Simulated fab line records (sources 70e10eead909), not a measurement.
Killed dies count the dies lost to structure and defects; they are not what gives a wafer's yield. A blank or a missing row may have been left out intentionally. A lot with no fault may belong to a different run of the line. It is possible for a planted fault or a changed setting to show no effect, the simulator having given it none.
Matching of chambers ; flow nand-harc ; rie-diel-08 running NHARC_P_GATE_DESCUM_48: 4 sister chambers
The step chemistry O2, time 3 s. 18 wafers are shown with their chamber, then 9 later ones without.

## EACH WAFER AND ITS CHAMBER
wafer;chamber;showerhead-plenum-p-Torr (Torr);drypump-motor-current-A (A);oes-product-au (a.u.)
L074.2;2;1.94;5.1;1.002
L074.4;1;1.93;5.9;1.010
L074.6;2;1.94;5.1;1.023
L076.1;1;1.93;5.9;0.990
L076.2;2;1.94;5.1;1.010
L076.6;1;1.93;5.8;0.997
L077.2;0;1.96;5.6;0.993
L077.4;1;1.93;5.9;0.999
L077.5;1;1.93;5.9;0.995
L088.1;0;1.95;5.7;0.986
L088.3;1;1.92;5.9;0.963
L088.6;0;1.95;5.7;0.988
L090.2;3;2.06;5.4;1.010
L090.4;0;1.95;5.7;0.978
L090.5;3;2.06;5.4;1.020
L094.2;1;1.92;5.9;0.979
L094.5;0;1.95;5.6;0.991
L094.6;3;2.05;5.5;1.006

SIGNATURES, as means of the wafers listed above
reading;chamber 0;chamber 1;chamber 2;chamber 3;scatter within a chamber
showerhead-plenum-p-Torr;1.9520;1.9271;1.9400;2.0567;0.00455
drypump-motor-current-A;5.660;5.886;5.100;5.433;0.0441
oes-product-au;0.98720;0.99043;1.01167;1.01200;0.0115
Rule: for each reading, subtract the chamber's mean from the wafer's reading, divide by that reading's scatter and square the result; add these up over the readings and take the root, which gives the wafer's distance from the chamber. The wafer belongs to the nearest chamber; if the next one is less than 2 further off, it can't be placed. The scatter: take each reading less its chamber's mean, square it, sum over the shown wafers, divide by the number of wafers less the number of chambers, and take the root.

## WAFERS WHOSE CHAMBER IS MISSING
wafer;showerhead-plenum-p-Torr (Torr);drypump-motor-current-A (A);oes-product-au (a.u.)
L093.1;2.05;5.4;1.000
L093.2;1.92;5.8;0.978
L093.6;1.93;5.1;1.016
L095.1;1.93;5.1;1.005
L095.3;1.95;5.7;0.991
L095.6;1.93;5.1;1.012
L096.1;1.95;5.6;1.000
L096.4;1.93;5.1;1.022
L096.5;2.05;5.4;0.997

## CHAMBER TAKEN BY EACH
wafer;from the rows above;in truth
L093.1;3;3
L093.2;1;1
L093.6;2;2
L095.1;2;2
L095.3;0;0
L095.6;2;2
L096.1;0;0
L096.4;2;2
L096.5;3;3
Correct placement for 9 of the 9. From these rows, 0 cannot be placed. Number placed wrongly: 0.
